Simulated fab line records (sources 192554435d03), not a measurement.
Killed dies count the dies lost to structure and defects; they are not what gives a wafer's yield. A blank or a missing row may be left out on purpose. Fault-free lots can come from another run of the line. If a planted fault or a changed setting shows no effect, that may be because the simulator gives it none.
A struck lot beside a sound one || flow n5-finfet || 23 steps out of a route of 1938
Sound: these wafers, L206.1, L206.4, L206.5. Struck: wafers L193.2, L193.3, L193.5. Last of all comes the cause.
Each step with rows lists, per side, the tool, then ch with its chambers, then its first start. Under that, the readings that differ: sound wafers || struck wafers || difference of the means || sigmas: that difference in standard deviations of wafers without a fault.
alike: readings with means less than 2 such deviations apart, plus words and numbers identical on both sides. not compared: withheld readings, readings lacking a value on some wafer, bounds such as >300 that could conceal the same value, and numbers that have no deviation in the record and whose values overlap.
The two part at a step that has a row with sigmas, a row that says differs or no value, or rows on one side only. Numbers that have no deviation but don't overlap get no sigmas and don't part them. A reading missing from all wafers of one side parts the sides only when that side holds two or more wafers.

first, 10 steps without rows for these wafers: N5_BEOL_M0_SAQP_DESCUM_19 (chemistry O2, time 7.9 s); N5_BEOL_M0_SAQP_ETCH_83 (etches SiARC in CF4, target depth 39 nm, time 65 s); N5_BEOL_M0_SAQP_ETCH_84 (etches SOC in N2/H2, target depth 100 nm, overetch 20 nm, time 150 s); N5_BEOL_M0_SAQP_STRIP_80 (strips in N2/H2); N5_BEOL_M0_SAQP_HM_OPEN_112 (chemistry CHF3/O2, target SiO2, stops on a-Si, target depth 12 nm, time 13.5 s); N5_BEOL_M0_SAQP_STRIP_113 (strips in CHF3/O2); N5_BEOL_M0_SAQP_MANDREL_ETCH_20 (etches a-Si in HBr/Cl2, stops on SiNx, target depth 60 nm, bt time 10 s, time 30 s); N5_BEOL_M0_SAQP_STRIP_86 (strips in N2/H2); N5_BEOL_M0_SAQP_STRIP_115 (strips in post etch residue remover, time 60 s); N5_BEOL_M0_SAQP_SRD_93 (time 30 s).
N5_BEOL_M0_SAQP_RECESS_114: chemistry HF/NH3, target SiO2, target depth 14.4 nm, afs cycles 3, sublimation time 60 s.
  sound on vapor-etch-01 ch 0,1, day 9 17:07; struck on vapor-etch-02 ch 0,1, day 6 12:01
  no value came back on the struck wafers for afs-cycles, drypump-motor-current-A (A), foreline-p-Torr (Torr); on the sound wafers afs-cycles reads 3 3 3
{"reading": "model.SiO2_of_BEOL_M0_SAQP_HM_DEP_111.thk-nm (nm)", "sound": "0 0 0", "struck": "12 11.8 12", "difference": "+12", "sigmas": ""}
{"reading": "model.SiNx_of_BEOL_M0_SAQP_PECVD_97.thk-nm (nm)", "sound": "15.4 15.4 15.4", "struck": "18.2 18.2 18.6", "difference": "+2.9", "sigmas": ""}
then, 8 steps without rows for these wafers: N5_BEOL_M0_SAQP_SPACER1_ALD_98 (deposits SiO2, target thk 12.8 nm, pulse time 1 s, purge time 2 s); N5_BEOL_M0_SAQP_SPACER1_ETCHBACK_99 (etches SiO2 in CHF3/O2, target depth 15.4 nm, time 7.7 s); N5_BEOL_M0_SAQP_MANDREL1_REMOVE_100 (chemistry HBr/Cl2/O2, target a-Si, stops on SiNx, bt time 10 s); N5_BEOL_M0_SAQP_ETCH_101 (etches SiNx in CH3F/O2, target depth 29.9 nm, time 42.7 s); N5_BEOL_M0_SAQP_ETCH_102 (etches SiO2 in CF4, target depth 4 nm, time 4.4 s); N5_BEOL_M0_SAQP_MANDREL_ETCH_103 (etches a-Si in HBr/Cl2, stops on SiCN, target depth 45 nm, bt time 10 s, time 27 s); N5_BEOL_M0_SAQP_RECESS_104 (chemistry HF/NH3, target SiO2, target depth 18 nm, afs cycles 3, sublimation time 60 s); N5_BEOL_M0_SAQP_COAT_105 (time 60 s, resist thk 100 nm).
N5_BEOL_M0_SAQP_ETCH_106: etches SOC in N2/H2, stops on SiNx, target depth 150 nm.
  sound on rie-diel-01 ch 0,1,2, day 9 18:52; struck on rie-diel-01 ch 0,1,2, day 6 13:52
{"reading": "model.SiNx_of_BEOL_M0_SAQP_PECVD_97.thk-nm (nm)", "sound": "15 15 15", "struck": "17.8 17.8 18.2", "difference": "+2.9", "sigmas": ""}
  alike: drypump-motor-current-A, oes-product-au, rf-vpp-V, showerhead-plenum-p-Torr, throttle-valve-pct
  not compared: rf-hours-counter-h
then, 1 step without rows for these wafers: N5_BEOL_M0_SAQP_ETCH_107 (etches SiNx in CH3F/O2, target depth 30 nm).
N5_BEOL_M4_RC_MEAS_101:
  the record has rows for the sound wafers here (prober-02 ch 0, day 12 01:07) and none for the struck ones
-- the record jumps here: 6 days lie between the struck wafers' starts before and after (it left off in module BEOL_M4 and takes up again in module PASSIVATION, whose first step shown is number 1936 of the route) --
N5_PASSIVATION_PROBE_49:
  rows exist in the record for the struck wafers here (prober-02, day 13 01:13), but not for the sound ones

## WHERE THEY PART
Last at N5_PASSIVATION_PROBE_49 as far as this record goes, first at N5_BEOL_M0_SAQP_RECESS_114.

WHY: what the simulator had put in
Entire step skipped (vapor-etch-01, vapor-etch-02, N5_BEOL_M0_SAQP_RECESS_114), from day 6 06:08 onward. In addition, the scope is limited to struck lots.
